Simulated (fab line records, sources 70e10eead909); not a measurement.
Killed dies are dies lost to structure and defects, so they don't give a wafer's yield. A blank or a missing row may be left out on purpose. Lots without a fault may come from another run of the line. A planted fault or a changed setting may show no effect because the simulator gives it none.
fab line records | flow nand_harc | part 1 of 2: steps 1 to 28 of 34
record lots=5 wafers=15 last_day=33
route steps=1302 shown A_WL_FILL@968 A_CONTACT@983
lots that met no fault: from a run of the same line without faults
start_h: hours from the record's first day to the start of the lot's first wafer shown | wait_h: hours since the lot's step before | " the same as in the row above | L1.1+2: a row that stands for several wafers | - no value, or no start given | * or withheld: withheld | < > ~ a bound
route shown NAME@n: a module of which the file shows steps, and the number in the route of the first | usual: mean/standard deviation of fault-free wafers | same: alike in all rows | chamber/n: place in a boat | sites: the reading at each site | _std_site: their standard deviation | _edge_site: outer sites' mean less inner sites' | radius_mm: how far each site lies from the wafer's centre | mask NAME#n: copy n | behind: the tool/chamber that last shaped the wafer | hold: why the lot was held/for how many hours/how that ended | device: the transistor (n, p or np) that didn't switch | end of line: the same wafers' tests at the end of the route | a step without rows: its recipe alone | killed: dies lost to structure and defects at the first sort, not the wafer's yield | map: a wafer's dies, x killed, . not, _ none there
set.NAME: the setting as run; set.NAME@STEP: as run at that earlier step | model.NAME: the simulator's own value behind a step, which no gauge read
lots at some steps of the route; a table a step, a row a wafer
services: from which hour (start_h, from the record's first day; less than 0 if before it) a tool's chamber was out of use, for how many hours, and why
## steps
# step NHARC_A_WL_FILL_ETCHBACK_17
# recipe target_depth_a=40 time_s=26.7 chemistry=Cl2/BCl3
# usual drypump_motor_current_A=5.9/0.72 oes_product_au=1.001/0.0074
# columns lot.wafer tool chamber start_h wait_h drypump_motor_current_A oes_product_au rf_hours_counter_h
L077.2 rie_metal-02 1 500.88 - 6.6 0.997 0.5
L077.3 " 0 " " 6.6 0.984 -
L077.6 " 1 " " 6.6 1.008 -
L084.2 rie_metal-02 1 583.36 - 6.6 0.999 2.0
L084.3 " 0 " " 6.7 0.993 -
L084.6 " 0 " " 6.7 0.997 -
L088.2 rie_metal-01 1 628.37 - 6.4 1.009 1.4
L088.1 " 0 " " 5.0 0.994 0.5
L088.5 " 0 " " 5.0 1.001 -
L096.2 rie_metal-03 0 688.30 - 6.1 0.995 2.6
L096.4 " 1 " " 5.0 1.004 -
L096.3 " 0 " " 6.1 1.002 -
L097.3 rie_metal-03 1 707.64 - 5.0 1.010 -
L097.4 " 0 " " 6.1 1.017 -
L097.5 " 1 " " 5.0 1.027 -
# step NHARC_A_WL_FILL_PRECLEAN_18
# recipe time_s=30 chemistry=dHF
# columns lot.wafer tool chamber start_h wait_h
L077.3+6+2 wet_bench-09 6,2,3 501.07 0.1
L084.2+3+6 wet_bench-01 7,1,3 583.55 0.2
L088.1+5+2 wet_bench-04 3,5,7 628.56 0.1
L096.4+2+3 wet_bench-04 2,3,4 688.48 0.1
L097.5+4+3 wet_bench-04 2,4,5 707.80 0.1
# step NHARC_A_WL_FILL_SRD_21
# columns lot.wafer tool chamber start_h wait_h
L077.3+6+2 wet_bench-09 6,2,3 - -
L084.2+3+6 wet_bench-01 7,1,3 583.58 0.0
L088.1+5+2 wet_bench-04 3,5,7 628.58 0.0
L096.4+2+3 wet_bench-04 2,3,4 688.50 0.0
L097.5+4+3 wet_bench-04 2,4,5 707.82 0.0
# step NHARC_A_WL_FILL_CVD_23
# recipe target_thk_a=400 temp_c=620 pressure_mtorr=200 time_s=800 material=poly-Si
# usual tube_center_temp_C=620/0.056
# columns lot.wafer tool chamber start_h wait_h tube_center_temp_C
L077.2 lpcvd_poly-03 0 503.53 2.4 620.05
L077.3 " 0 " " 620.03
L077.6 " 0 " " 620.14
L084.2 lpcvd_poly-03 0 586.01 2.4 620.06
L084.3 " 0 " " 619.95
L084.6 " 0 " " 620.01
L088.1 lpcvd_poly-02 0 630.93 2.3 619.99
L088.2 " 0 " " 620.05
L088.5 " 0 " " 620
L096.2 lpcvd_poly-03 0 690.93 2.4 620.06
L096.3 " 0 " " 620
L096.4 " 0 " " 620.03
L097.3 lpcvd_poly-02 0 710.16 2.3 619.96
L097.4 " 0 " " 619.97
L097.5 " 0 " " 620.04
# step NHARC_A_WL_FILL_ETCHBACK_26
# recipe target_depth_a=520 time_s=13.3 hbr_flow_sccm=150 rf_w=350 icp_w=350 bias_w=60 chemistry=HBr
# usual drypump_motor_current_A=5.7/0.43 oes_product_au=1.000/0.0073 throttle_valve_pct=23.265/0.0083
# columns lot.wafer tool chamber start_h wait_h drypump_motor_current_A oes_product_au rf_hours_counter_h throttle_valve_pct
L077.3 rie_si-03 2 506.10 0.4 5.7 1.007 0.59 23.270
L077.2 " 3 " " 5.2 1.011 0.51 23.271
L077.6 " 2 " " 5.7 0.998 - 23.266
L084.2 rie_si-05 2 588.60 0.4 5.5 1.011 0.55 23.278
L084.3 " 1 " " 5.1 1.009 0.62 23.272
L084.6 " 3 " " 5.4 1.000 - 23.258
L088.1 rie_si-03 2 633.48 0.4 5.7 0.990 0.25 23.275
L088.2 " 3 " " 5.3 0.998 0.25 23.280
L088.5 " 2 " " 5.7 1.007 - 23.271
L096.2 rie_si-02 0 693.52 0.4 5.5 0.994 0.29 23.267
L096.3 " 1 " " 5.7 1.001 0.40 23.254
L096.4 " 2 " " 5.4 1.000 0.47 23.249
L097.3 rie_si-03 3 712.75 0.4 5.2 0.992 0.84 23.269
L097.4 " 0 " " 6.6 0.986 0.78 23.259
L097.5 " 3 " " 5.2 0.995 - 23.275
# step NHARC_A_WL_FILL_PRECLEAN_30
# recipe time_s=10 chemistry=dHF
# columns lot.wafer tool chamber start_h wait_h
L077.2+6+3 wet_bench-09 3,5,7 506.24 0.1
L084.3+2+6 wet_bench-04 6,2,3 588.74 0.1
L088.5+1+2 wet_bench-04 3,4,5 633.62 0.1
L096.3+4+2 wet_bench-09 1,2,4 693.67 0.1
L097.5+4+3 wet_bench-09 4,6,0 712.90 0.1
# step NHARC_A_WL_FILL_SRD_14
# columns lot.wafer tool chamber start_h wait_h
L077.2+6+3 wet_bench-09 3,5,7 506.26 0.0
L084.3+2+6 wet_bench-04 6,2,3 588.76 0.0
L088.5+1+2 wet_bench-04 3,4,5 633.64 0.0
L096.3+4+2 wet_bench-09 1,2,4 693.69 0.0
L097.5+4+3 wet_bench-09 4,6,0 712.92 0.0
# step NHARC_A_WL_FILL_ALD_19
# recipe target_thk_a=20 pulse_time_s=3 ald_cycles=100 temp_c=450 material=TiN
# usual heater_power_w=1048/93 precursor_pulse_height_rel=1.002/0.021
# columns lot.wafer tool chamber start_h wait_h heater_power_w precursor_pulse_height_rel since_wet_clean_h
L077.2 ald_metal-02 1 506.38 0.1 871 0.999 64
L077.3 " 3 " " 1090 1.004 64
L077.6 " 1 " " 888 1.013 -
L084.2 ald_metal-02 2 588.91 0.1 939 1.003 147
L084.3 " 3 " " 1082 1.001 147
L084.6 " 1 " " 889 0.980 -
L088.1 ald_metal-03 3 633.74 0.1 986 0.994 56
L088.2 " 1 " " 1057 1.008 56
L088.5 " 0 " " 1007 1.000 -
L096.4 ald_metal-03 2 693.81 0.1 1063 1.003 116
L096.3 " 3 " " 999 0.974 116
L096.2 " 0 " " 1078 0.982 116
L097.4 ald_metal-03 0 713.02 0.1 1030 0.976 135
L097.3 " 1 " " 1087 0.997 135
L097.5 " 0 " " 1037 0.981 -
# step NHARC_A_WL_FILL_CVD_20
# recipe target_thk_a=1000 temp_c=400 pressure_torr=40 wf6_flow_sccm=40 h2_flow_sccm=1600 ar_flow_sccm=1560 time_s=74 material=W
# usual heater_power_w=846/69 throttle_valve_pct=8.11/0.18
# columns lot.wafer tool chamber start_h wait_h heater_power_w since_wet_clean_h throttle_valve_pct
L077.2 cvd_w-01 1 - - 940 128 8.16
L077.3 " 1 " " 948 - 7.99
L077.6 " 1 " " 945 - 7.90
L084.2 cvd_w-02 0 - - 771 126 8.22
L084.3 " 0 " " 766 - 8.18
L084.6 " 1 " " 823 - 8.22
L088.1 cvd_w-01 0 - - 793 74 8.16
L088.2 " 1 " " 944 74 7.99
L088.5 " 0 " " 816 - 7.98
L096.2 cvd_w-02 0 - - 802 50 8.14
L096.4 " 1 " " 898 - 8.06
L096.3 " 0 " " 777 - 8.50
L097.4 cvd_w-02 0 - - 786 - 8.15
L097.3 " 1 " " 885 - 8.22
L097.5 " 1 " " 904 - 8.21
# step NHARC_A_WL_FILL_CMP_12
# recipe t_overpolish_s=30 target_thk_nm=100
# usual motor_current_A=11.3/0.93 overpolish_run_s=29.999/0.0094 time_to_endpoint_s=20.3/2.1
# columns lot.wafer tool chamber start_h wait_h motor_current_A overpolish_run_s time_to_endpoint_s
L077.3 cmp-01 0 506.77 0.1 12.0 29.988 19.8
L077.2 " 1 " " 12.8 30.008 22.6
L077.6 " 3 " " 10.6 29.995 21.9
L084.3 cmp-01 2 589.27 0.1 11.7 30.001 22.1
L084.2 " 0 " " 12.7 30.000 17.7
L084.6 " 1 " " 13.5 29.999 19.3
L088.1 cmp-04 2 634.15 0.2 10.4 30.011 22.0
L088.2 " 3 " " 12.7 29.994 20.6
L088.5 " 2 " " 10.4 29.989 20.4
L096.4 cmp-03 0 694.17 0.1 9.9 29.989 13.4
L096.3 " 2 " " 11.3 29.998 16.3
L096.2 " 3 " " 12.0 29.996 14.8
L097.3 cmp-01 3 713.42 0.1 10.3 29.998 19.5
L097.4 " 0 " " 11.5 30.015 17.9
L097.5 " 2 " " 11.7 29.998 21.6
# step NHARC_A_WL_FILL_SRD_31
# columns lot.wafer tool chamber start_h wait_h
L077.6+3+2 wet_bench-04 2,4,6 507.07 0.0
L084.3+2+6 wet_bench-09 7,0,1 589.57 0.1
L088.5+2+1 wet_bench-04 5,7,0 634.45 0.0
L096.4+3+2 wet_bench-04 2,3,5 694.49 0.0
L097.3+5+4 wet_bench-09 2,4,6 713.72 0.0
# step NHARC_A_WL_FILL_INSPECT_15
# usual raw_defect_count=482/130
# columns lot.wafer tool chamber start_h wait_h raw_defect_count
L077.2 defect_inspect-02 - 507.21 0.0 269
L077.3 " - " " 405
L077.6 " - " " 482
L084.2 defect_inspect-02 - 589.71 0.0 466
L084.3 " - " " 400
L084.6 " - " " 466
L088.1 defect_inspect-02 - 634.59 0.0 582
L088.2 " - " " 466
L088.5 " - " " 786
L096.2 defect_inspect-02 - 694.63 0.0 359
L096.3 " - " " 321
L096.4 " - " " 444
L097.3 defect_inspect-02 - 713.86 0.0 526
L097.4 " - " " 435
L097.5 " - " " 1163
# step NHARC_A_CONTACT_DEP_24
# recipe target_thk_a=5000 temp_c=400 pressure_torr=6.5 rf_w=900 teos_flow_sccm=161.4 flow_sccm=2650 target_thk_nm=500 gas=O2 material=SiO2
# usual heater_power_w=563/120 throttle_valve_pct=15.9/0.48
# columns lot.wafer tool chamber start_h wait_h heater_power_w since_wet_clean_h throttle_valve_pct
L077.3 pecvd-02 2 507.28 0.1 717 86 15.9
L077.2 " 0 " " 746 86 16.7
L077.6 " 0 " " 750 - 16.7
L084.3 pecvd-04 2 589.77 0.1 508 127 15.5
L084.2 " 0 " " 539 127 16.0
L084.6 " 1 " " 401 - 15.7
L088.2 pecvd-01 2 634.72 0.1 743 129 16.3
L088.1 " 0 " " 431 129 15.5
L088.5 " 2 " " 594 - 16.4
L096.2 pecvd-04 2 694.70 0.1 512 51 15.3
L096.3 " 0 " " 582 51 15.5
L096.4 " 0 " " 598 - 15.8
L097.3 pecvd-01 0 713.99 0.1 538 27 15.4
L097.5 " 2 " " 764 - 16.3
L097.4 " 0 " " 547 - 15.7
# step NHARC_A_CONTACT_DEP_28
# recipe target_thk_a=70000 temp_c=400 material=aC
# usual throttle_valve_pct=35.000/0.0096
# columns lot.wafer tool chamber start_h wait_h throttle_valve_pct
L077.2 acl_dep-01 0 508.70 0.9 34.998
L077.3 " 0 " " 35.005
L077.6 " 0 511.47 3.6 34.987
L084.2 acl_dep-02 0 591.08 0.8 35.005
L084.3 " 0 " " 35.003
L084.6 " 0 593.91 3.6 35.009
L088.1 acl_dep-02 0 635.83 0.6 34.997
L088.2 " 0 " " 35.002
L088.5 " 0 638.70 3.5 35.010
L096.2 acl_dep-01 0 697.47 2.2 35.001
L096.3 " 0 " " 34.978
L096.4 " 0 " " 34.994
L097.3 acl_dep-03 0 715.98 1.5 35.005
L097.4 " 0 " " 34.992
L097.5 " 0 " " 34.993
# step NHARC_A_CONTACT_DEP_29
# recipe target_thk_a=1000 target_thk_nm=100 temp_c=400 pressure_torr=3.5 flow_sccm=200 rf_w=350 material=SiON
# usual heater_power_w=769/120
# columns lot.wafer tool chamber start_h wait_h heater_power_w since_wet_clean_h
L077.3 pecvd-01 0 512.19 2.1 605 7
L077.2 " 1 " " 866 7
L077.6 " 2 " " 820 -
L084.3 pecvd-04 0 594.67 2.2 797 132
L084.2 " 1 " " 683 132
L084.6 " 1 " " 557 -
L088.2 pecvd-01 1 640.16 2.9 896 135
L088.1 " 0 " " 728 135
L088.5 " 1 " " 912 -
L096.3 pecvd-01 2 701.07 2.2 973 14
L096.2 " 0 " " 702 15
L096.4 " 1 " " 926 -
L097.3 pecvd-04 0 718.92 2.2 797 75
L097.4 " 2 " " 620 -
L097.5 " 0 " " 849 -
# step NHARC_A_CONTACT_DEHYDRATE_32
# recipe temp_c=150 time_s=120
# usual plate_temp_C=149.97/0.13
# columns lot.wafer tool chamber start_h wait_h plate_temp_C
L077.2 litho_track-04 0 512.48 0.2 149.94
L077.3 " 0 " " 150.02
L077.6 " 0 " " 150.02
L084.2 litho_track-01 0 594.91 0.2 149.84
L084.3 " 0 " " 150.03
L084.6 " 0 " " 149.90
L088.1 litho_track-01 0 640.43 0.2 149.81
L088.2 " 0 " " 149.66
L088.5 " 0 " " 149.90
L096.2 litho_track-04 0 701.31 0.2 150.18
L096.3 " 0 " " 150.04
L096.4 " 0 " " 149.96
L097.3 litho_track-04 0 719.16 0.2 149.95
L097.4 " 0 " " 150.04
L097.5 " 0 " " 149.72
# step NHARC_A_CONTACT_HMDS_33
# recipe time_s=30
# columns lot.wafer tool chamber start_h wait_h
L077.2+3+6 litho_track-04 0 - -
L084.2+3+6 litho_track-01 0 - -
L088.1+2+5 litho_track-01 0 - -
L096.2+3+4 litho_track-04 0 - -
L097.3+4+5 litho_track-04 0 - -
# step NHARC_A_CONTACT_COAT_34
# recipe temp_c=260 time_s=75
# usual plate_temp_C=260.01/0.17
# columns lot.wafer tool chamber start_h wait_h plate_temp_C
L077.2 litho_track-04 0 - - 260.08
L077.3 " 0 " " 260.42
L077.6 " 0 " " 260.35
L084.2 litho_track-01 0 - - 260.07
L084.3 " 0 " " 259.92
L084.6 " 0 " " 260.02
L088.1 litho_track-01 0 - - 259.72
L088.2 " 0 " " 259.71
L088.5 " 0 " " 260.11
L096.2 litho_track-04 0 - - 260.26
L096.3 " 0 " " 259.76
L096.4 " 0 " " 260.39
L097.3 litho_track-04 0 - - 259.99
L097.4 " 0 " " 260.00
L097.5 " 0 " " 259.90
# step NHARC_A_CONTACT_COAT_35
# recipe temp_c=225 time_s=65
# usual plate_temp_C=225.02/0.19
# columns lot.wafer tool chamber start_h wait_h plate_temp_C
L077.2 litho_track-04 0 - - 225.20
L077.3 " 0 " " 225.07
L077.6 " 0 " " 224.99
L084.2 litho_track-01 0 - - 225.05
L084.3 " 0 " " 225.27
L084.6 " 0 " " 225.53
L088.1 litho_track-01 0 - - 225.06
L088.2 " 0 " " 225.05
L088.5 " 0 " " 225.23
L096.2 litho_track-04 0 - - 224.82
L096.3 " 0 " " 224.96
L096.4 " 0 " " 225.13
L097.3 litho_track-04 0 - - 224.89
L097.4 " 0 " " 224.64
L097.5 " 0 " " 224.85
# step NHARC_A_CONTACT_COAT_36
# recipe spin_rpm=1500 resist_thk_nm=90
# columns lot.wafer tool chamber start_h wait_h
L077.2+3+6 litho_track-04 0 - -
L084.2+3+6 litho_track-01 0 - -
L088.1+2+5 litho_track-01 0 - -
L096.2+3+4 litho_track-04 0 - -
L097.3+4+5 litho_track-04 0 - -
# step NHARC_A_CONTACT_SOFTBAKE_37
# recipe temp_c=105 time_s=55
# usual plate_temp_C=105.01/0.12
# columns lot.wafer tool chamber start_h wait_h plate_temp_C
L077.2 litho_track-04 0 - - 104.76
L077.3 " 0 " " 104.97
L077.6 " 0 " " 105.02
L084.2 litho_track-01 0 - - 105.01
L084.3 " 0 " " 104.93
L084.6 " 0 " " 104.89
L088.1 litho_track-01 0 - - 105.21
L088.2 " 0 " " 105.02
L088.5 " 0 " " 105.19
L096.2 litho_track-04 0 - - 105.08
L096.3 " 0 " " 105.04
L096.4 " 0 " " 105.08
L097.3 litho_track-04 0 - - 104.99
L097.4 " 0 " " 105.17
L097.5 " 0 " " 105.31
# step NHARC_A_CONTACT_EBR_38
# columns lot.wafer tool chamber start_h wait_h
L077.2+3+6 litho_track-04 0 - -
L084.2+3+6 litho_track-01 0 - -
L088.1+2+5 litho_track-01 0 - -
L096.2+3+4 litho_track-04 0 - -
L097.3+4+5 litho_track-04 0 - -
# step NHARC_A_CONTACT_EXPOSE_39
# recipe na=1.35 sigma_outer=0.8 dose_mj=58.79 mask_id=A_CC_3
# same sigma_outer=0.8
# columns lot.wafer tool chamber start_h wait_h mask
L077.2+3+6 arfi_scanner-01 0 512.67 - A_CC_3#0
L084.2+3+6 arfi_scanner-03 0 595.22 - A_CC_3#0
L088.1+2+5 arfi_scanner-02 0 640.61 - A_CC_3#0
L096.2+3+4 arfi_scanner-02 0 701.63 - A_CC_3#0
L097.3+4+5 arfi_scanner-03 0 719.48 - A_CC_3#0
# step NHARC_A_CONTACT_PEB_40
# recipe peb_temp_c=100 peb_time_s=65
# usual plate_temp_C=100.00/0.12
# columns lot.wafer tool chamber start_h wait_h plate_temp_C
L077.2 litho_track-04 0 512.73 0.1 100.03
L077.3 " 0 " " 99.81
L077.6 " 0 " " 99.85
L084.2 litho_track-01 0 595.28 0.1 99.86
L084.3 " 0 " " 99.92
L084.6 " 0 " " 99.88
L088.1 litho_track-06 0 640.67 0.1 99.92
L088.2 " 0 " " 100.04
L088.5 " 0 " " 100.10
L096.2 litho_track-01 0 701.68 0.1 99.95
L096.3 " 0 " " 100.08
L096.4 " 0 " " 99.98
L097.3 litho_track-06 0 719.53 0.0 100.03
L097.4 " 0 " " 100.14
L097.5 " 0 " " 99.98
# step NHARC_A_CONTACT_DEVELOP_41
# recipe develop_time_s=35 dev_temp_c=23
# columns lot.wafer tool chamber start_h wait_h
L077.2+3+6 litho_track-04 0 - -
L084.2+3+6 litho_track-01 0 - -
L088.1+2+5 litho_track-06 0 - -
L096.2+3+4 litho_track-01 0 - -
L097.3+4+5 litho_track-06 0 - -
# step NHARC_A_CONTACT_CD_MEAS_42
# recipe target_cd_nm=300 landing_energy_ev=500
# usual cd_nm=300.0/0.46
# columns lot.wafer tool chamber start_h wait_h cd_nm
L077.2 cd_sem-01 0 512.81 - 300.3
L077.3 " 0 " " 300.3
L077.6 " 0 " " 300.3
L084.2 cd_sem-03 0 595.36 - 299.5
L084.3 " 0 " " 299.6
L084.6 " 0 " " 299.3
L088.1 cd_sem-02 0 640.75 - 299.7
L088.2 " 0 " " 299.7
L088.5 " 0 " " 300.1
L096.2 cd_sem-02 0 701.76 - 299.7
L096.3 " 0 " " 300.5
L096.4 " 0 " " 300.3
L097.3 cd_sem-01 0 719.62 - 300.3
L097.4 " 0 " " 300.5
L097.5 " 0 " " 300.7
# step NHARC_A_CONTACT_OVL_MEAS_43
# usual overlay_x_nm=0.1/0.72 overlay_y_nm=0.3/0.89
# columns lot.wafer tool chamber start_h wait_h overlay_x_nm overlay_y_nm
L077.2 overlay-02 - 512.90 - -1.1 0.1
L077.3 " - " " -0.9 0.6
L077.6 " - " " -1.1 0.6
L084.2 overlay-02 - 595.44 - 0.8 -0.4
L084.3 " - " " 0.7 0.3
L084.6 " - " " 1.1 -0.3
L088.1 overlay-02 - 640.84 - 0.5 2.1
L088.2 " - " " 0.5 1.7
L088.5 " - " " 0.9 1.2
L096.2 overlay-01 - 701.85 - -0.9 1.5
L096.3 " - " " -0.4 0.9
L096.4 " - " " -0.1 1.1
L097.3 overlay-02 - 719.70 - 1.6 0.0
L097.4 " - " " 1.2 -0.1
L097.5 " - " " 1.6 -0.1
# step NHARC_A_CONTACT_INSPECT_44
# usual raw_defect_count=77/30
# columns lot.wafer tool chamber start_h wait_h raw_defect_count
L077.2 defect_inspect-01 - 512.93 0.0 61
L077.3 " - " " 65
L077.6 " - " " 50
L084.2 defect_inspect-02 - 595.48 0.0 61
L084.3 " - " " 77
L084.6 " - " " 80
L088.1 defect_inspect-01 - 640.88 0.0 62
L088.2 " - " " 69
L088.5 " - " " 63
L096.2 defect_inspect-01 - 701.89 0.0 67
L096.3 " - " " 73
L096.4 " - " " 80
L097.3 defect_inspect-02 - 719.74 0.0 72
L097.4 " - " " 48
L097.5 " - " " 74
